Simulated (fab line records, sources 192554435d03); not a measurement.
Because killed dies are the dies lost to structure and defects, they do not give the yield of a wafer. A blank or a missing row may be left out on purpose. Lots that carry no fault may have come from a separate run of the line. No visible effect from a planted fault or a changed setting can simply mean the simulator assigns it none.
Matching of chambers    flow n5Finfet    N5_BEOL_M10_ETCH_65 on rieDiel-04: 4 sister chambers
The step etches SiARC in CF4, target depth 39 nm, time 65 s. 4 wafers are shown with their chamber, then 8 later ones without.

## EACH WAFER AND ITS CHAMBER
wafer   chamber  showerheadPlenumPTorr (Torr)
L083.2  0        2.12
L091.1  1        2.05
L091.4  2        2.18
L092.1  3        2.03

## WAFERS WITHOUT THEIR CHAMBER
wafer   showerheadPlenumPTorr (Torr)
L092.3  2.18
L092.5  2.18
L090.1  2.18
L090.3  2.03
L090.5  2.18
L095.2  2.02
L095.4  2.17
L095.5  2.11

## WHICH CHAMBER EACH ONE RAN IN
wafer   from the rows above  in truth
L092.3  2                    2
L092.5  2                    2
L090.1  2                    2
L090.3  3                    3
L090.5  2                    2
L095.2  3                    3
L095.4  2                    2
L095.5  0                    0
Correct placement for 8 of the 8. Left unplaced by these rows: 0. 0 placed wrongly.
How it was worked out, from the rows above alone: a wafer's distance from a chamber is the root of the sum, over the readings, of the square of ((its reading less the chamber's mean) divided by the reading's scatter). The wafer belongs to the nearest chamber; if the next one is less than 2 further off, it can't be placed. For every chamber, the mean is computed from those of its wafers that are shown. The scatter: root of mean squared gap, hidden wafer to nearest shown wafer, with one shown wafer a chamber.
